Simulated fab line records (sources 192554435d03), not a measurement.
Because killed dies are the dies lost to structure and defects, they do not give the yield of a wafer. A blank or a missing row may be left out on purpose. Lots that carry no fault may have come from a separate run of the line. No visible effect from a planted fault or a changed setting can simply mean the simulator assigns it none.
Chamber matching || flow n5-finfet || 4 sister chambers for N5_MOL_CONTACT_COAG_ALD_133 on ald-sin-03
The step deposits SiO2, target thk 5 nm, pulse time 1 s, co reactant pulse time 1 s. 4 wafers are shown with their chamber, then 11 later ones without.

== WAFERS WITH THEIR CHAMBER ==
{"wafer": "L092.1", "chamber": 1, "heater-power-w (W)": 70}
{"wafer": "L092.2", "chamber": 3, "heater-power-w (W)": 76}
{"wafer": "L092.3", "chamber": 2, "heater-power-w (W)": 86}
{"wafer": "L092.4", "chamber": 0, "heater-power-w (W)": 87}

== WAFERS WITHOUT THEIR CHAMBER ==
{"wafer": "L092.5", "heater-power-w (W)": 71}
{"wafer": "L092.6", "heater-power-w (W)": 89}
{"wafer": "L095.1", "heater-power-w (W)": 77}
{"wafer": "L095.3", "heater-power-w (W)": 72}
{"wafer": "L095.4", "heater-power-w (W)": 70}
{"wafer": "L097.1", "heater-power-w (W)": 86}
{"wafer": "L097.2", "heater-power-w (W)": 74}
{"wafer": "L097.3", "heater-power-w (W)": 70}
{"wafer": "L097.4", "heater-power-w (W)": 88}
{"wafer": "L097.5", "heater-power-w (W)": 73}
{"wafer": "L097.6", "heater-power-w (W)": 87}

== EACH ONE'S CHAMBER ==
{"wafer": "L092.5", "from the rows above": 1, "in truth": 1}
{"wafer": "L092.6", "from the rows above": "can't be placed: 0 or 2", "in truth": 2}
{"wafer": "L095.1", "from the rows above": 3, "in truth": 3}
{"wafer": "L095.3", "from the rows above": "can't be placed: 1 or 3", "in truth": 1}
{"wafer": "L095.4", "from the rows above": 1, "in truth": 1}
{"wafer": "L097.1", "from the rows above": "can't be placed: 2 or 0", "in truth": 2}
{"wafer": "L097.2", "from the rows above": "can't be placed: 3 or 1", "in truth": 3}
{"wafer": "L097.3", "from the rows above": 1, "in truth": 1}
{"wafer": "L097.4", "from the rows above": "can't be placed: 0 or 2", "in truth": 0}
{"wafer": "L097.5", "from the rows above": "can't be placed: 1 or 3", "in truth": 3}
{"wafer": "L097.6", "from the rows above": "can't be placed: 0 or 2", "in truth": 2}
Correctly placed: 4 of 11. Cannot be placed on the basis of these rows: 7; the candidates contain the true chamber in 7. Placed wrongly: 0.
How it was worked out, from the rows above alone: a wafer's distance from a chamber is the root of the sum, over the readings, of the square of ((its reading less the chamber's mean) divided by the reading's scatter). If the next closest chamber is less than 2 further off than the closest, the wafer can't be placed; otherwise it belongs to the closest. The mean given for a chamber averages the wafers shown for that chamber. The scatter: with one shown wafer a chamber, the root of the mean of the squares of how far each hidden wafer lies from its nearest shown one.
